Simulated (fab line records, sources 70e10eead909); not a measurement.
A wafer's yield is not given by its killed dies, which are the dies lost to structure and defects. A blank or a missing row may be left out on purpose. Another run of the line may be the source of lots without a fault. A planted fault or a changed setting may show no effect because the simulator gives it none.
Comparing a struck lot with a sound one | flow nand harc | 39 steps out of a route of 1159
Sound: wafers L194.1, L194.4, L194.6. Struck: wafers L205.4, L205.5, L205.6. The cause is given at the end.
Each step with rows lists, per side, the tool, then ch with its chambers, then its first start. Under that, the readings that differ: sound wafers | struck wafers | difference of the means | sigmas: that difference in standard deviations of wafers without a fault.
alike: readings with means less than 2 such deviations apart, plus words and numbers identical on both sides. not compared: withheld readings, readings lacking a value on some wafer, bounds such as >300 that could conceal the same value, and numbers that have no deviation in the record and whose values overlap.
A row with sigmas, a row that says differs or no value, or rows on one side alone: a step with any of these is where the two part. Non-overlapping numbers with no deviation appear without sigmas and do not part them. A reading that every wafer of one side lacks parts them only if that side has two wafers or more.

first, 1 step without rows for these wafers: NHARC_A_ONON_D1_DEP_03 (target thk 1000 nm).
NHARC_A_ONON_D1_THK_MEAS_05: measures by ellipsometry.
  sound on film metro-02 at day 8 11:19; struck on film metro-01 at day 10 21:19
  alike: thk nm
following that, 1 step holds no rows for these wafers, namely NHARC_A_ONON_D1_DEP_06 (target thickness 1000 nm).
NHARC_A_ONON_D1_THK_MEAS_08: measures by ellipsometry.
  sound on film metro-01 at day 8 11:53; struck on film metro-02 at day 10 21:53
  alike: thk nm
following that, 1 step holds no rows for these wafers, namely NHARC_A_ONON_D1_DEP_09 (target thickness 1000 nm).
NHARC_A_ONON_D1_THK_MEAS_11: measures by ellipsometry.
  sound on film metro-01 at day 8 12:28; struck on film metro-02 at day 10 22:26
  alike: thk nm
following that, 1 step holds no rows for these wafers, namely NHARC_A_ONON_D1_DEP_12 (target thickness 1000 nm).
NHARC_A_ONON_D1_THK_MEAS_14: measures by ellipsometry.
  sound on film metro-02 at day 8 13:02; struck on film metro-02 at day 10 23:00
  alike: thk nm
then, 2 steps without rows for these wafers: NHARC_A_ONON_D1_ANNEAL_15 (time 3600 s); NHARC_A_ONON_D1_DEP_16 (target thk 1000 nm).
NHARC_A_ONON_D1_THK_MEAS_18: measures by ellipsometry.
  sound on film metro-02 at day 8 20:04; struck on film metro-02 at day 11 07:02
  reading     | sound          | struck      | difference | sigmas
  thk nm (nm) | 1003 1003 1003 | 988 988 988 | -15        | -2
NHARC_A_ONON_D1_DEP_19: target thk 1000 nm.
  sound on pecvd onon-02 ch 0, day 8 20:07; struck on pecvd onon-03 ch 0, day 11 07:16
NHARC_A_ONON_D1_THK_MEAS_21: measures by ellipsometry.
  sound on film metro-02 at day 8 20:38; struck on film metro-01 at day 11 07:37
  reading     | sound       | struck         | difference | sigmas
  thk nm (nm) | 993 990 992 | 1018 1016 1017 | +25        | +2
following that, 1 step holds no rows for these wafers, namely NHARC_A_ONON_D1_DEP_22 (target thickness 1000 nm).
NHARC_A_ONON_D1_THK_MEAS_24: measures by ellipsometry.
  sound on film metro-02 at day 8 21:20; struck on film metro-01 at day 11 08:11
  alike: thk nm
following that, 1 step holds no rows for these wafers, namely NHARC_A_ONON_D1_DEP_25 (target thickness 1000 nm).
NHARC_A_ONON_D1_THK_MEAS_27: measures by ellipsometry.
  sound on film metro-02 at day 8 22:02; struck on film metro-02 at day 11 08:46
  alike: thk nm
following that, 1 step holds no rows for these wafers, namely NHARC_A_ONON_D1_DEP_28 (target thickness 1000 nm).
NHARC_A_ONON_D1_THK_MEAS_30: measures by ellipsometry.
  sound on film metro-01 at day 8 22:44; struck on film metro-02 at day 11 09:20
  alike: thk nm
NHARC_A_ONON_D1_DEP_33: deposits SiO2, target thk 200 nm.
  sound on pecvd-01 ch 0,1,2, day 8 22:53; struck on pecvd-04 ch 0,1,2, day 11 09:31
  alike: heater power w, throttle valve pct
NHARC_A_ONON_D1_THK_MEAS_34: measures by ellipsometry.
  sound on film metro-02 at day 8 23:13; struck on film metro-02 at day 11 09:50
  alike: thk nm
NHARC_A_CHANNEL_HOLE_D1_DEP_00: deposits aC, target thk 3100 nm.
  sound on acl dep-02 ch 0, day 8 23:26; struck on acl dep-02 ch 0, day 11 14:02
  alike: throttle valve pct
NHARC_A_CHANNEL_HOLE_D1_DEP_01: deposits SiON, target thk 140 nm.
  sound on pecvd-02 ch 0,2, day 9 01:26; struck on pecvd-04 ch 0,1,2, day 11 15:07
  alike: heater power w
then, 10 steps without rows for these wafers: NHARC_A_CHANNEL_HOLE_D1_DEHYDRATE_02 (time 120 s); NHARC_A_CHANNEL_HOLE_D1_HMDS_03 (time 30 s); NHARC_A_CHANNEL_HOLE_D1_COAT_36 (time 75 s); NHARC_A_CHANNEL_HOLE_D1_COAT_37 (time 65 s); NHARC_A_CHANNEL_HOLE_D1_COAT_04 (resist thk 90 nm); NHARC_A_CHANNEL_HOLE_D1_SOFTBAKE_05 (time 55 s); NHARC_A_CHANNEL_HOLE_D1_EBR_06; NHARC_A_CHANNEL_HOLE_D1_EXPOSE_07 (exposes mask HOLE D1, target cd 100 nm); NHARC_A_CHANNEL_HOLE_D1_PEB_08 (peb time 65 s); NHARC_A_CHANNEL_HOLE_D1_DEVELOP_09 (develop time 35 s).
NHARC_A_CHANNEL_HOLE_D1_CD_MEAS_10: the cd target is 100 nm.
  sound on cd sem-03 ch 0, day 9 02:10; struck on cd sem-03 ch 0, day 11 15:45
  alike: cd nm
NHARC_A_CHANNEL_HOLE_D1_OVL_MEAS_11:
  sound on overlay-01 at day 9 02:16; struck on overlay-01 at day 11 15:50
  alike: overlay x nm, overlay y nm
NHARC_A_CHANNEL_HOLE_D1_DESCUM_15: chemistry O2, time 3 s.
  sound on rie diel-02 ch 0,1,2, day 9 02:23; struck on rie diel-02 ch 1,2,3, day 11 15:56
  alike: drypump motor current A, mfc ar sccm, oes product au, rf vpp V, showerhead plenum p Torr, throttle valve pct
  not compared: rf hours counter h
then, 1 step without rows for these wafers: NHARC_A_CHANNEL_HOLE_D1_ETCH_38 (etches the open film in CF4, target depth 39 nm, time 65 s).
NHARC_A_CHANNEL_HOLE_D1_ETCH_39: etches the open film in N2/H2, target depth 260 nm, time 325 s.
  sound on rie diel-02 ch 0,1,2; struck on rie diel-02 ch 0,1,2
  alike: drypump motor current A, mfc ar sccm, oes product au, rf vpp V, showerhead plenum p Torr, throttle valve pct
  not compared: rf hours counter h
-- break in the record here, with 11 days between the starts of the struck wafers on either side (left off in module A_CHANNEL_HOLE_D1, picked up again in module END, where the first step shown is number 1159 on the route) --
NHARC_END_SORT_01:
  here the record holds rows for the struck wafers (prober-01 ch 0, day 22 12:28) but none for the sound ones

== WHERE THEY PART ==
Earliest at NHARC_A_ONON_D1_THK_MEAS_18; latest, in this record, at NHARC_END_SORT_01.

WHY: the cause the simulator had injected
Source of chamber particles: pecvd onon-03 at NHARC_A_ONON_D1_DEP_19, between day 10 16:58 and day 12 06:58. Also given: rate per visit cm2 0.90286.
